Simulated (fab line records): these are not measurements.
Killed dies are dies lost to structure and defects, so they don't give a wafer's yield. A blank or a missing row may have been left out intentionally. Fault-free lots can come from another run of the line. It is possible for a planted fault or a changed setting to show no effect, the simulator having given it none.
The tool behind it: which one?	flow n5-finfet	33 wafers sampled from 11 lots at 1 step of a route of 1938

WHAT THE GAUGES SHOWED, per wafer
N5_BEOL_M10_INSPECT_58: inspects for defects (darkfield).
lot	measured	on	raw-defect-count
L074	day 10 12:21	defect-inspect-02	52 66 98
L078	day 11 17:58	defect-inspect-02	47 99 100
L081	day 12 03:31	defect-inspect-01	66 45 54
L080	day 12 19:30	defect-inspect-02	65 59 80
L085	day 13 06:23	defect-inspect-01	67 85 81
L084	day 13 09:25	defect-inspect-01	76 100 125
L087	day 13 14:52	defect-inspect-02	74 79 79
L090	day 14 05:20	defect-inspect-02	60 70 78
L093	day 15 00:19	defect-inspect-01	57 54 88
L094	day 15 07:41	defect-inspect-02	87 90 90
L096	day 15 22:52	defect-inspect-01	79 75 85

TOOL THAT RAN EACH LOT (tool first, then ch and the chambers of the sampled wafers, then the start)
The record holds no process step before these readings.

THE ANSWER, worked out from the rows above alone
Rule: the lots themselves supply what counts as usual. The widest of any qualifying gaps counts: lots, ordered by their means at a reading, are off when they make up no more than a third of the lots, leave a main group of 4 or more, and stand apart from it by 3 or more times the standard deviation of that group's means. Not used: any main group whose means are identical at the precision the tables above print for the reading. Also off: a lot with no number at a reading for which 4 or more lots have one. Any other lot the step has rows for is counted as sound.
No lot is off on any of the readings shown, so nothing can be concluded from this.

WHAT THE SIMULATOR PUT IN
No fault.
